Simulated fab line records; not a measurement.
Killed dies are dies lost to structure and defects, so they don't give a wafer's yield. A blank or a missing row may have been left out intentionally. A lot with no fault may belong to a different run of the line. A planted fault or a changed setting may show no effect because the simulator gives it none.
fab line records	flow n5-finfet
record lots=24	wafers=72	last-day=19
route steps=1938 shown BEOL_M11@1569
lots that met no fault: taken from a fault-free run of the same line
start-h: hours from the record's opening day to when the first of the lot's shown wafers began	wait-h: time in hours since the lot's previous step	" identical to the entry in the row above	L1.1+2: one row covering several wafers at once	- value missing, or start not given	* or withheld: withheld	< > ~ a bound
route shown NAME@n: NAME is a module with steps in the file, n the number in the route of the first one	usual: the fault-free wafers' mean and standard deviation	same: alike in all rows	chamber/n: place in a boat	sites: per-site readings	_std_site: how widely they spread, as a standard deviation	_edge_site: mean of outer sites minus mean of inner sites	radius-mm: for every site, how far away it sits from the centre of the wafer	mask NAME#n: copy n	behind: the tool/chamber that last shaped the wafer	hold: the reason the lot was held/the length of the hold in hours/how it ended	device: the transistor (n, p or np) that didn't switch	end of line: the tests these same wafers got at the end of their route	a step without rows: its recipe alone	killed: dies that structure and defects cost at the first sort, which is not the same as the wafer's yield	map: the dies of a wafer, with x for killed, . for not killed, _ for no die there
set.NAME: the setting that was run; set.NAME@STEP: the one run at that earlier step	model.NAME: the simulator's own value behind a step, which no gauge read
steps of the route over a sample of lots; a table a step, a row a wafer
services: from which hour (start-h, from the record's first day; less than 0 if before it) a tool's chamber was out of use, for how many hours, and why
## steps
# step N5_BEOL_M11_OVL_MEAS_29
# recipe points-per-wafer=44
# usual V10_OVL=0.0/0.78
lot.wafer	tool	chamber	start-h	wait-h	V10_OVL[nm]
L074.1	overlay-01	0	230.99	0.0	-0.1
L074.4	"	0	"	"	-0.2
L074.6	"	0	"	"	0.2
L075.2	overlay-02	0	249.54	0.0	1.6
L075.3	"	0	"	"	-0.4
L075.5	"	0	"	"	0.4
L076.1	overlay-01	0	271.81	0.0	0.5
L076.2	"	0	"	"	0.5
L076.4	"	0	"	"	0.2
L077.3	overlay-02	0	278.69	0.0	0.7
L077.5	"	0	"	"	1.0
L077.6	"	0	"	"	-0.2
L079.4	overlay-02	0	278.83	0.0	0.6
L079.5	"	0	"	"	0.2
L079.6	"	0	"	"	-0.3
L078.1	overlay-01	0	289.56	0.0	-1.1
L078.5	"	0	"	"	-0.8
L078.6	"	0	"	"	-1.4
L082.1	overlay-02	0	303.49	0.0	-0.5
L082.2	"	0	"	"	0.2
L082.4	"	0	"	"	-0.9
L081.2	overlay-02	0	303.66	0.0	-0.1
L081.4	"	0	"	"	-0.6
L081.5	"	0	"	"	-0.1
L084.4	overlay-02	0	308.45	0.0	-0.4
L084.5	"	0	"	"	0.4
L084.6	"	0	"	"	0.0
L080.1	overlay-01	0	308.62	0.0	1.1
L080.3	"	0	"	"	1.2
L080.6	"	0	"	"	0.2
L087.4	overlay-02	0	310.86	0.0	0.4
L087.5	"	0	"	"	0.9
L087.6	"	0	"	"	0.7
L085.2	overlay-01	0	319.39	0.0	0.2
L085.5	"	0	"	"	-0.4
L085.6	"	0	"	"	0.1
L083.1	overlay-01	0	319.71	0.0	-0.6
L083.3	"	0	"	"	-0.9
L083.5	"	0	"	"	-0.4
L086.2	overlay-01	0	335.34	0.0	0.3
L086.5	"	0	"	"	0.2
L086.6	"	0	"	"	0.6
L088.1	overlay-02	0	338.67	0.0	-1.6
L088.2	"	0	"	"	-0.8
L088.4	"	0	"	"	-0.5
L091.2	overlay-02	0	348.34	0.0	1.2
L091.3	"	0	"	"	0.1
L091.6	"	0	"	"	0.3
L089.1	overlay-02	0	349.39	0.0	-1.4
L089.5	"	0	"	"	-0.8
L089.6	"	0	"	"	-1.3
L092.1	overlay-01	0	369.23	0.0	0.0
L092.2	"	0	"	"	0.2
L092.3	"	0	"	"	0.1
L094.2	overlay-02	0	376.59	0.0	0.1
L094.3	"	0	"	"	-1.7
L094.4	"	0	"	"	-0.1
L090.1	overlay-01	0	383.76	0.0	0.0
L090.4	"	0	"	"	1.5
L090.6	"	0	"	"	-0.4
L093.2	overlay-01	0	383.93	0.0	0.3
L093.3	"	0	"	"	-0.2
L093.4	"	0	"	"	-0.2
L095.1	overlay-01	0	385.87	0.0	1.1
L095.4	"	0	"	"	-0.3
L095.5	"	0	"	"	0.9
L096.1	overlay-02	0	391.72	0.0	-0.6
L096.2	"	0	"	"	-0.1
L096.4	"	0	"	"	0.0
L097.3	overlay-02	0	399.47	0.0	2.6
L097.4	"	0	"	"	2.0
L097.5	"	0	"	"	1.8
# step N5_BEOL_M11_TRENCH_ETCH_37
# recipe chemistry=C4F6/O2	target-depth-a=1488.3	target=SiCOH_lowk	time-s=48	ion-energy-ev=250	pressure-mtorr=30	source-w=345	bias-w=185	Ar_flow_sccm=300	C4F6_flow_sccm=10	O2_flow_sccm=10
# usual drypump-motor-current-A=5.86/0.25	oes-product-au=0.77/0.097	rf-vpp-V=663/10	showerhead-plenum-p-Torr=2.84/0.09	throttle-valve-pct=21.00/0.2
lot.wafer	tool	chamber	start-h	wait-h	drypump-motor-current-A	oes-product-au	rf-hours-counter-h	rf-vpp-V	showerhead-plenum-p-Torr	throttle-valve-pct
L074.1	rie-diel-01	1	-	-	6.27	0.71	197	661	2.95	21.47
L074.4	"	3	"	"	5.57	0.69	209	662	2.82	20.76
L074.6	"	2	"	"	5.62	0.90	-	675	2.78	20.84
L075.2	rie-diel-02	1	-	-	6.32	0.73	183	681	2.96	20.98
L075.3	"	2	"	"	5.44	0.71	211	667	2.96	21.28
L075.5	"	0	"	"	5.82	0.70	-	664	2.69	20.95
L076.1	rie-diel-01	3	-	-	5.57	0.69	222	660	2.82	20.79
L076.2	"	0	"	"	5.69	0.86	73	655	2.87	20.61
L076.4	"	1	"	"	6.22	0.70	210	659	2.94	21.49
L077.3	rie-diel-02	3	-	-	5.81	0.98	3	665	2.92	20.89
L077.5	"	1	"	"	6.33	0.71	-	680	2.95	20.98
L077.6	"	3	"	"	5.79	0.98	-	664	2.92	20.90
L079.4	rie-diel-06	2	-	-	6.00	0.70	197	647	2.83	20.93
L079.5	"	2	"	"	5.99	0.70	-	648	2.83	20.93
L079.6	"	1	"	"	5.75	0.68	-	645	2.91	21.12
L078.1	rie-diel-02	0	-	-	5.82	0.69	206	665	2.69	20.97
L078.5	"	1	"	"	6.33	0.72	-	681	2.95	21.01
L078.6	"	0	"	"	5.85	0.70	-	664	2.69	20.96
L082.1	rie-diel-06	2	-	-	6.02	0.70	205	649	2.82	20.96
L082.2	"	3	"	"	5.89	0.87	39	659	2.77	21.10
L082.4	"	0	"	"	5.85	0.84	59	662	2.78	20.84
L081.2	rie-diel-02	0	-	-	5.83	0.68	210	667	2.69	20.96
L081.4	"	1	"	"	6.31	0.71	201	682	2.95	21.00
L081.5	"	0	"	"	5.80	0.69	-	665	2.69	20.96
L084.4	rie-diel-02	0	-	-	5.82	0.68	211	665	2.69	20.97
L084.5	"	3	"	"	5.78	0.94	-	665	2.92	20.90
L084.6	"	0	"	"	5.85	0.69	-	665	2.69	20.96
L080.1	rie-diel-01	0	-	-	5.70	0.84	83	656	2.87	20.63
L080.3	"	3	"	"	5.55	0.68	232	661	2.81	20.80
L080.6	"	3	"	"	5.54	0.68	-	660	2.81	20.80
L087.4	rie-diel-06	2	-	-	6.00	0.70	208	647	2.82	20.97
L087.5	"	3	"	"	5.89	0.86	-	661	2.77	21.10
L087.6	"	0	"	"	5.86	0.83	-	663	2.78	20.84
L085.2	rie-diel-02	1	-	-	6.34	0.70	206	679	2.95	21.02
L085.5	"	1	"	"	6.35	0.71	-	679	2.95	21.01
L085.6	"	2	"	"	5.43	0.67	-	666	2.95	21.30
L083.1	rie-diel-01	1	-	-	6.19	0.70	221	661	2.93	21.53
L083.3	"	2	"	"	5.63	0.86	67	674	2.77	20.88
L083.5	"	1	"	"	6.19	0.70	-	662	2.94	21.52
L086.2	rie-diel-02	3	-	-	5.81	0.92	19	664	2.91	20.91
L086.5	"	2	"	"	5.45	0.67	-	665	2.95	21.32
L086.6	"	1	"	"	6.35	0.70	-	678	2.95	20.99
L088.1	rie-diel-06	0	-	-	5.88	0.83	70	662	2.78	20.85
L088.2	"	2	"	"	6.00	0.70	217	646	2.82	20.98
L088.4	"	1	"	"	5.75	0.98	4	642	2.91	20.87
L091.2	rie-diel-06	2	-	-	6.04	0.70	220	647	2.82	20.99
L091.3	"	3	"	"	5.89	0.85	53	659	2.77	21.14
L091.6	"	3	"	"	5.89	0.85	-	661	2.77	21.13
L089.1	rie-diel-01	3	-	-	5.55	0.66	244	663	2.81	20.82
L089.5	"	2	"	"	5.63	0.85	-	675	2.76	20.88
L089.6	"	3	"	"	5.55	0.67	-	661	2.81	20.82
L092.1	rie-diel-06	1	-	-	5.75	0.93	14	643	2.90	20.88
L092.2	"	3	"	"	5.89	0.84	60	660	2.76	21.12
L092.3	"	0	"	"	5.85	0.81	80	662	2.77	20.86
L094.2	rie-diel-02	0	-	-	5.83	0.67	231	664	2.68	21.00
L094.3	"	2	"	"	5.46	0.67	248	666	2.94	21.33
L094.4	"	1	"	"	6.33	0.70	221	681	2.94	21.02
L090.1	rie-diel-06	0	-	-	5.89	0.81	84	662	2.77	20.86
L090.4	"	2	"	"	6.01	0.68	231	647	2.81	20.99
L090.6	"	1	"	"	5.77	0.93	-	645	2.90	20.89
L093.2	rie-diel-02	1	-	-	6.32	0.69	224	680	2.94	21.05
L093.3	"	0	"	"	5.86	0.67	234	665	2.68	21.01
L093.4	"	1	"	"	6.33	0.70	-	681	2.94	21.04
L095.1	rie-diel-02	3	-	-	5.81	0.88	36	665	2.90	20.94
L095.4	"	0	"	"	5.80	0.67	-	666	2.68	21.01
L095.5	"	3	"	"	5.81	0.88	-	664	2.90	20.94
L096.1	rie-diel-01	0	-	-	5.68	0.81	110	654	2.86	20.68
L096.2	"	2	"	"	5.62	0.84	89	675	2.76	20.92
L096.4	"	1	"	"	6.25	0.68	-	660	2.92	21.53
L097.3	rie-diel-06	1	-	-	5.73	0.92	21	643	2.90	20.90
L097.4	"	0	"	"	5.84	0.81	87	663	2.77	20.87
L097.5	"	3	"	"	5.89	0.82	-	659	2.76	21.16
# step N5_BEOL_M11_CURE_72
# recipe temp-c=370	time-s=120	ambient=DMADMS/He	material=SiCOH_lowk
# usual lamp-power-pct=52.32/0.054	wafer_temp_C_max=371.8/0.62
lot.wafer	tool	chamber	start-h	wait-h	lamp-power-pct	wafer_temp_C_max
L074.1	uv-cure-01	0	231.73	0.0	52.36	370.9
L074.4	"	0	"	"	52.34	371.0
L074.6	"	0	"	"	52.30	371.2
L075.2	uv-cure-03	2	250.47	0.1	52.37	372.4
L075.3	"	2	"	"	52.27	373.3
L075.5	"	2	"	"	52.30	372.5
L076.1	uv-cure-02	0	272.56	0.0	52.35	372.4
L076.2	"	0	"	"	52.33	371.3
L076.4	"	0	"	"	52.24	371.9
L077.3	uv-cure-01	2	279.53	0.1	52.35	371.7
L077.5	"	2	"	"	52.38	372.1
L077.6	"	2	"	"	52.26	371.5
L079.4	uv-cure-02	1	279.93	0.2	52.29	372.4
L079.5	"	1	"	"	52.29	371.5
L079.6	"	1	"	"	52.23	371.8
L078.1	uv-cure-01	2	290.31	0.0	52.35	371.4
L078.5	"	2	"	"	52.47	371.7
L078.6	"	2	"	"	52.34	371.6
L082.1	uv-cure-03	1	304.24	0.0	52.36	371.3
L082.2	"	1	"	"	52.36	370.9
L082.4	"	1	"	"	52.24	371.2
L081.2	uv-cure-03	1	304.63	0.1	52.26	371.4
L081.4	"	1	"	"	52.30	370.2
L081.5	"	1	"	"	52.34	371.4
L084.4	uv-cure-03	2	309.35	0.2	52.31	372.0
L084.5	"	2	"	"	52.43	372.5
L084.6	"	2	"	"	52.38	372.7
L080.1	uv-cure-02	1	309.60	0.0	52.39	371.9
L080.3	"	1	"	"	52.31	371.1
L080.6	"	1	"	"	52.34	371.9
L087.4	uv-cure-03	0	312.11	0.2	52.30	372.4
L087.5	"	0	"	"	52.37	371.7
L087.6	"	0	"	"	52.30	372.4
L085.2	uv-cure-01	2	320.25	0.1	52.32	372.1
L085.5	"	2	"	"	52.32	371.5
L085.6	"	2	"	"	52.42	372.6
L083.1	uv-cure-03	0	320.58	0.0	52.33	373.1
L083.3	"	0	"	"	52.27	372.5
L083.5	"	0	"	"	52.28	373.1
L086.2	uv-cure-03	0	336.67	0.1	52.36	372.8
L086.5	"	0	"	"	52.17	372.6
L086.6	"	0	"	"	52.28	372.4
L088.1	uv-cure-03	0	339.42	0.0	52.32	371.7
L088.2	"	0	"	"	52.34	373.3
L088.4	"	0	"	"	52.35	371.9
L091.2	uv-cure-01	1	349.13	0.1	52.30	371.2
L091.3	"	1	"	"	52.31	371.2
L091.6	"	1	"	"	52.25	371.5
L089.1	uv-cure-01	1	350.14	0.0	52.34	371.5
L089.5	"	1	"	"	52.26	371.0
L089.6	"	1	"	"	52.36	371.6
L092.1	uv-cure-02	1	370.10	0.0	52.38	372.1
L092.2	"	1	"	"	52.28	372.0
L092.3	"	1	"	"	52.38	371.8
L094.2	uv-cure-02	1	377.43	0.1	52.35	371.8
L094.3	"	1	"	"	52.31	371.6
L094.4	"	1	"	"	52.33	371.8
L090.1	uv-cure-02	0	384.97	0.0	52.29	371.5
L090.4	"	0	"	"	52.35	371.3
L090.6	"	0	"	"	52.34	371.7
L093.2	uv-cure-03	1	385.05	0.1	52.22	370.9
L093.3	"	1	"	"	52.37	371.4
L093.4	"	1	"	"	52.32	371.5
L095.1	uv-cure-01	2	386.95	0.0	52.32	371.9
L095.4	"	2	"	"	52.29	371.6
L095.5	"	2	"	"	52.32	371.3
L096.1	uv-cure-01	1	392.48	0.0	52.33	370.9
L096.2	"	1	"	"	52.28	371.0
L096.4	"	1	"	"	52.29	371.4
L097.3	uv-cure-03	1	400.32	0.1	52.26	371.6
L097.4	"	1	"	"	52.26	371.3
L097.5	"	1	"	"	52.27	371.7
# step N5_BEOL_M11_SPUTTER_48
# recipe material=Cu	target-thk-a=120	temp-c=-20	bias-v=60	power-w=26000	chamber-pressure-pa=0.13	time-s=2
# usual throttle-valve-pct=30.6/1.1
lot.wafer	tool	chamber	start-h	wait-h	throttle-valve-pct
L074.1	pvd-sputter-02	-	232.94	0.1	29.7
L074.4	"	-	"	"	31.1
L074.6	"	-	"	"	31.2
L075.2	pvd-sputter-01	-	253.18	1.7	31.2
L075.3	"	-	"	"	30.9
L075.5	"	-	"	"	32.0
L076.1	pvd-sputter-01	-	273.80	0.1	30.6
L076.2	"	-	"	"	31.3
L076.4	"	-	"	"	32.1
L077.3	pvd-sputter-01	-	280.57	0.1	30.9
L077.5	"	-	"	"	32.0
L077.6	"	-	"	"	31.3
L079.4	pvd-sputter-03	-	281.21	0.1	30.1
L079.5	"	-	"	"	30.8
L079.6	"	-	"	"	27.9
L078.1	pvd-sputter-03	-	291.75	0.1	30.9
L078.5	"	-	"	"	30.9
L078.6	"	-	"	"	30.1
L082.1	pvd-sputter-03	-	305.35	0.1	30.0
L082.2	"	-	"	"	28.1
L082.4	"	-	"	"	31.1
L081.2	pvd-sputter-01	-	305.69	0.1	31.4
L081.4	"	-	"	"	32.1
L081.5	"	-	"	"	30.5
L084.4	pvd-sputter-01	-	310.89	0.1	32.2
L084.5	"	-	"	"	30.7
L084.6	"	-	"	"	31.1
L080.1	pvd-sputter-01	-	310.97	0.1	30.8
L080.3	"	-	"	"	31.2
L080.6	"	-	"	"	31.1
L087.4	pvd-sputter-02	-	314.33	0.1	30.4
L087.5	"	-	"	"	30.0
L087.6	"	-	"	"	29.6
L085.2	pvd-sputter-01	-	322.56	0.9	30.7
L085.5	"	-	"	"	30.9
L085.6	"	-	"	"	30.7
L083.1	pvd-sputter-01	-	322.64	0.5	31.2
L083.3	"	-	"	"	30.7
L083.5	"	-	"	"	31.2
L086.2	pvd-sputter-01	-	339.31	0.1	30.9
L086.5	"	-	"	"	31.8
L086.6	"	-	"	"	31.3
L088.1	pvd-sputter-01	-	340.73	0.1	30.8
L088.2	"	-	"	"	30.7
L088.4	"	-	"	"	32.0
L091.2	pvd-sputter-01	-	350.43	0.1	32.1
L091.3	"	-	"	"	31.4
L091.6	"	-	"	"	30.8
L089.1	pvd-sputter-03	-	351.87	0.4	28.0
L089.5	"	-	"	"	30.1
L089.6	"	-	"	"	28.0
L092.1	pvd-sputter-01	-	372.00	0.3	30.5
L092.2	"	-	"	"	31.1
L092.3	"	-	"	"	31.9
L094.2	pvd-sputter-02	-	378.61	0.1	30.2
L094.3	"	-	"	"	29.4
L094.4	"	-	"	"	28.7
L093.2	pvd-sputter-03	-	386.25	0.1	30.7
L093.3	"	-	"	"	30.0
L093.4	"	-	"	"	30.8
L090.1	pvd-sputter-03	-	386.33	0.1	30.0
L090.4	"	-	"	"	31.0
L090.6	"	-	"	"	30.8
L095.1	pvd-sputter-03	-	389.82	0.1	30.0
L095.4	"	-	"	"	31.6
L095.5	"	-	"	"	30.2
L096.1	pvd-sputter-01	-	395.18	1.6	30.5
L096.2	"	-	"	"	31.0
L096.4	"	-	"	"	31.9
L097.3	pvd-sputter-02	-	401.24	0.1	28.5
L097.4	"	-	"	"	30.9
L097.5	"	-	"	"	29.7
# step N5_BEOL_M11_ANNEAL_51
# recipe temp-c=225	time-s=90	ambient=N2
# usual anneal-temp-c=224.99/0.18	anneal-temp-c-max=226.3/0.35	wafer_temp_C_max=226.38/0.29
lot.wafer	tool	chamber	start-h	wait-h	anneal-temp-c	anneal-temp-c-max	wafer_temp_C_max
L074.1	rtp-anneal-02	0	233.20	0.1	225.16	226.1	226.27
L074.4	"	0	"	"	225.23	226.0	226.31
L074.6	"	0	"	"	225.16	226.2	226.14
L075.2	rtp-anneal-01	0	253.57	0.2	224.98	226.6	226.42
L075.3	"	0	"	"	225.23	226.6	225.98
L075.5	"	0	"	"	225.02	226.2	226.48
L076.1	rtp-anneal-01	0	275.36	1.4	225.02	226.4	226.37
L076.2	"	0	"	"	224.96	226.6	226.41
L076.4	"	0	"	"	224.74	226.1	226.37
L077.3	rtp-anneal-01	0	281.05	0.3	225.00	226.4	226.21
L077.5	"	0	"	"	225.13	226.7	226.58
L077.6	"	0	"	"	225.02	226.4	226.19
L079.4	rtp-anneal-01	0	281.91	0.5	224.66	226.2	226.39
L079.5	"	0	"	"	224.86	226.3	226.34
L079.6	"	0	"	"	224.45	226.1	226.32
L078.1	rtp-anneal-01	0	291.98	0.1	224.91	226.2	226.23
L078.5	"	0	"	"	224.80	226.2	225.96
L078.6	"	0	"	"	224.98	226.6	226.14
L082.1	rtp-anneal-01	0	305.58	0.1	224.78	226.3	226.59
L082.2	"	0	"	"	224.95	226.2	226.16
L082.4	"	0	"	"	224.92	226.2	226.48
L081.2	rtp-anneal-01	0	306.82	1.0	225.19	226.7	226.33
L081.4	"	0	"	"	224.88	226.8	226.55
L081.5	"	0	"	"	224.94	226.3	226.30
L084.4	rtp-anneal-01	0	312.69	1.6	225.12	226.8	226.62
L084.5	"	0	"	"	224.91	226.3	226.99
L084.6	"	0	"	"	225.01	226.8	226.28
L080.1	rtp-anneal-01	0	313.10	2.0	225.00	226.7	226.28
L080.3	"	0	"	"	225.01	226.1	225.90
L080.6	"	0	"	"	224.95	226.3	226.79
L087.4	rtp-anneal-02	0	314.85	0.3	225.25	226.2	226.09
L087.5	"	0	"	"	225.20	226.0	226.76
L087.6	"	0	"	"	225.35	226.5	226.80
L085.2	rtp-anneal-02	0	322.84	0.1	224.58	225.4	226.01
L085.5	"	0	"	"	224.74	225.5	226.52
L085.6	"	0	"	"	224.80	225.9	226.48
L083.1	rtp-anneal-01	0	322.95	0.2	225.09	226.7	226.35
L083.3	"	0	"	"	224.73	226.2	226.66
L083.5	"	0	"	"	225.07	226.3	226.20
L086.2	rtp-anneal-01	0	339.94	0.5	225.24	226.7	226.54
L086.5	"	0	"	"	224.85	226.4	226.49
L086.6	"	0	"	"	225.05	226.6	226.47
L088.1	rtp-anneal-01	0	341.16	0.3	225.18	227.0	226.23
L088.2	"	0	"	"	225.11	226.3	226.42
L088.4	"	0	"	"	225.11	227.1	226.33
L091.2	rtp-anneal-02	0	350.82	0.2	225.03	226.0	226.20
L091.3	"	0	"	"	225.29	226.2	226.75
L091.6	"	0	"	"	224.97	225.9	226.79
L089.1	rtp-anneal-01	0	352.13	0.1	225.21	227.1	226.40
L089.5	"	0	"	"	225.00	226.9	226.50
L089.6	"	0	"	"	224.87	226.5	226.70
L092.1	rtp-anneal-01	0	374.22	0.2	225.17	226.6	226.82
L092.2	"	0	"	"	224.89	226.8	226.40
L092.3	"	0	"	"	225.01	226.5	225.39
L094.2	rtp-anneal-02	0	378.88	0.1	224.78	225.9	226.05
L094.3	"	0	"	"	224.86	225.8	226.42
L094.4	"	0	"	"	224.76	226.0	226.24
L093.2	rtp-anneal-02	0	386.52	0.1	225.11	226.0	225.98
L093.3	"	0	"	"	225.41	226.4	225.85
L093.4	"	0	"	"	224.99	225.8	226.61
L090.1	rtp-anneal-01	0	386.56	0.1	225.10	226.3	226.69
L090.4	"	0	"	"	225.01	226.2	226.66
L090.6	"	0	"	"	224.62	226.3	226.68
L095.1	rtp-anneal-02	0	390.05	0.1	225.09	225.9	226.58
L095.4	"	0	"	"	225.24	226.5	225.86
L095.5	"	0	"	"	225.06	226.1	226.21
L096.1	rtp-anneal-01	0	395.52	0.2	225.05	226.5	226.28
L096.2	"	0	"	"	224.93	226.4	226.54
L096.4	"	0	"	"	224.97	226.6	226.46
L097.3	rtp-anneal-01	0	401.56	0.1	225.11	226.7	226.43
L097.4	"	0	"	"	225.12	226.5	226.01
L097.5	"	0	"	"	225.10	227.0	226.43
# step N5_BEOL_M11_CMP_52
# recipe stop-on=SiCOH_lowk	t-overpolish-s=7	down-force-psi=1	platen-rpm=50	clearing-platen-down-force-psi=1.5	clearing-platen-rpm=50	post-cmp-clean=cu-alkaline	target-thk-nm=140	clearing-platen-pad-velocity-m-s=0.99484	pad-velocity-m-s=0.99484
# usual barrier-field-endpoint-s=28.6/0.66	motor-current-A=5.8/0.52	overpolish-run-s=7.000/0.0095	time-to-endpoint-s=65.0/2.8
lot.wafer	tool	chamber	start-h	wait-h	barrier-field-endpoint-s	motor-current-A	overpolish-run-s	time-to-endpoint-s
L074.4	cmp-04	3	233.49	0.1	28.2	5.0	6.984	62.6
L074.1	"	2	"	"	27.3	5.7	6.984	60.6
L074.6	"	0	"	"	27.9	5.2	7.016	66.8
L075.3	cmp-03	2	253.82	0.2	28.9	6.0	7.005	66.7
L075.2	"	0	"	"	29.8	6.1	7.006	68.9
L075.5	"	3	"	"	29.2	6.4	7.016	68.9
L076.2	cmp-03	1	275.94	0.4	28.5	6.1	7.031	65.0
L076.4	"	2	"	"	29.1	5.8	7.002	64.7
L076.1	"	0	"	"	28.2	5.9	7.004	65.8
L077.3	cmp-03	3	281.35	0.3	29.3	6.9	7.013	68.3
L077.5	"	1	"	"	29.6	6.0	7.011	65.8
L077.6	"	2	"	"	29.3	6.1	6.991	64.4
L079.4	cmp-03	0	282.21	0.3	29.1	5.7	6.994	62.0
L079.5	"	0	"	"	28.8	6.2	7.013	63.0
L079.6	"	1	"	"	28.9	6.2	7.006	63.5
L078.1	cmp-04	3	292.39	0.4	29.2	4.6	6.995	68.6
L078.5	"	0	"	"	29.7	5.3	7.001	68.7
L078.6	"	1	"	"	29.0	5.8	7.001	65.1
L082.1	cmp-04	2	305.87	0.3	28.5	5.7	6.999	62.2
L082.2	"	0	"	"	28.3	5.3	7.008	62.1
L082.4	"	1	"	"	28.2	5.5	6.996	61.9
L081.4	cmp-04	3	307.15	0.2	27.8	4.8	7.004	62.6
L081.2	"	0	"	"	29.0	5.1	6.999	67.6
L081.5	"	2	"	"	28.6	5.8	6.989	65.3
L084.4	cmp-04	2	312.89	0.2	27.0	5.9	7.010	60.6
L084.5	"	1	"	"	27.6	5.6	7.003	60.2
L084.6	"	2	"	"	26.9	5.7	7.001	59.0
L080.1	cmp-01	2	313.43	0.3	28.2	6.3	7.006	65.7
L080.3	"	0	"	"	28.5	5.8	6.988	67.6
L080.6	"	2	"	"	28.9	6.4	7.013	61.9
L087.4	cmp-03	0	315.05	0.2	28.8	6.2	6.999	64.9
L087.5	"	3	"	"	27.9	6.4	7.010	67.4
L087.6	"	0	"	"	27.5	5.9	7.001	62.5
L085.2	cmp-03	2	323.20	0.3	29.0	6.0	6.993	66.7
L085.5	"	3	"	"	29.6	6.4	7.000	65.2
L085.6	"	0	"	"	28.9	6.1	6.989	61.6
L083.1	cmp-04	0	323.29	0.3	28.7	5.2	7.006	66.3
L083.3	"	1	"	"	28.2	5.6	7.013	63.9
L083.5	"	0	"	"	28.4	5.2	6.991	62.2
L086.2	cmp-01	3	340.20	0.2	29.1	6.0	7.000	71.8
L086.5	"	3	"	"	29.7	5.9	7.001	73.3
L086.6	"	0	"	"	29.8	6.0	6.990	69.5
L088.1	cmp-01	0	341.47	0.3	28.5	5.8	7.011	68.5
L088.4	"	1	"	"	28.0	5.3	6.993	62.8
L088.2	"	3	"	"	28.7	6.0	6.983	69.1
L091.2	cmp-01	3	351.16	0.3	29.4	6.1	6.989	67.6
L091.3	"	0	"	"	28.5	5.7	6.999	66.1
L091.6	"	2	"	"	27.7	6.3	7.006	61.8
L089.1	cmp-03	0	352.47	0.3	28.0	6.0	6.994	63.9
L089.6	"	3	"	"	28.6	6.6	7.004	69.5
L089.5	"	0	"	"	28.5	5.8	7.007	62.3
L092.1	cmp-03	3	374.52	0.3	29.0	6.2	6.984	68.9
L092.3	"	0	"	"	28.5	5.7	7.009	63.4
L092.2	"	1	"	"	28.3	5.9	6.995	65.4
L094.3	cmp-04	1	379.13	0.2	29.0	5.9	7.002	63.6
L094.4	"	3	"	"	28.6	4.8	7.004	65.1
L094.2	"	0	"	"	28.2	5.4	6.982	65.3
L093.3	cmp-03	0	386.81	0.2	28.3	6.1	6.992	64.6
L093.2	"	1	"	"	28.7	6.0	7.010	65.7
L093.4	"	2	"	"	28.9	6.0	7.009	66.3
L090.1	cmp-04	1	386.87	0.3	28.7	6.0	7.009	68.0
L090.4	"	3	"	"	29.0	4.7	7.002	66.7
L090.6	"	2	"	"	28.7	5.8	7.005	63.8
L095.4	cmp-01	3	390.35	0.1	30.0	6.1	7.012	69.6
L095.1	"	1	"	"	28.5	5.3	6.971	66.4
L095.5	"	3	"	"	29.3	6.2	6.991	71.1
L096.1	cmp-01	1	395.82	0.3	28.3	5.1	7.014	64.7
L096.4	"	2	"	"	28.3	6.6	6.992	64.8
L096.2	"	0	"	"	28.6	5.7	7.001	68.7
L097.3	cmp-04	3	401.80	0.2	28.9	4.6	6.994	64.8
L097.4	"	1	"	"	28.3	5.7	6.999	63.4
L097.5	"	2	"	"	29.5	6.0	7.004	62.9
## services
tool	chamber	start-h	hours	kind
cmp-04	-	220.73	0.5	repair
cmp-01	-	225.87	2.0	repair
uv-cure-03	-	226.90	13.2	repair
cmp-04	-	227.11	4.6	pm
cmp-01	-	233.33	1.0	repair
cmp-04	-	234.31	3.4	repair
cmp-03	-	245.00	6.5	repair
rie-diel-06	-	256.20	0.5	repair
rtp-anneal-01	-	267.53	4.8	pm
cmp-01	-	273.23	8.5	pm
rie-diel-02	2	274.36	2.9	repair
uv-cure-03	-	288.15	2.1	pm
rie-diel-06	1	295.03	8.2	repair
cmp-04	-	296.84	0.8	repair
pvd-sputter-03	-	308.35	10.1	repair
rtp-anneal-02	-	309.81	4.6	pm
uv-cure-01	-	312.36	7.1	pm
cmp-04	-	315.30	4.0	pm
cmp-03	-	320.48	0.6	repair
cmp-03	-	365.84	2.3	repair
uv-cure-03	-	374.97	7.5	pm
cmp-03	-	376.39	4.0	pm
cmp-03	-	384.24	0.9	repair
cmp-03	-	400.84	7.4	pm
## key
fault none
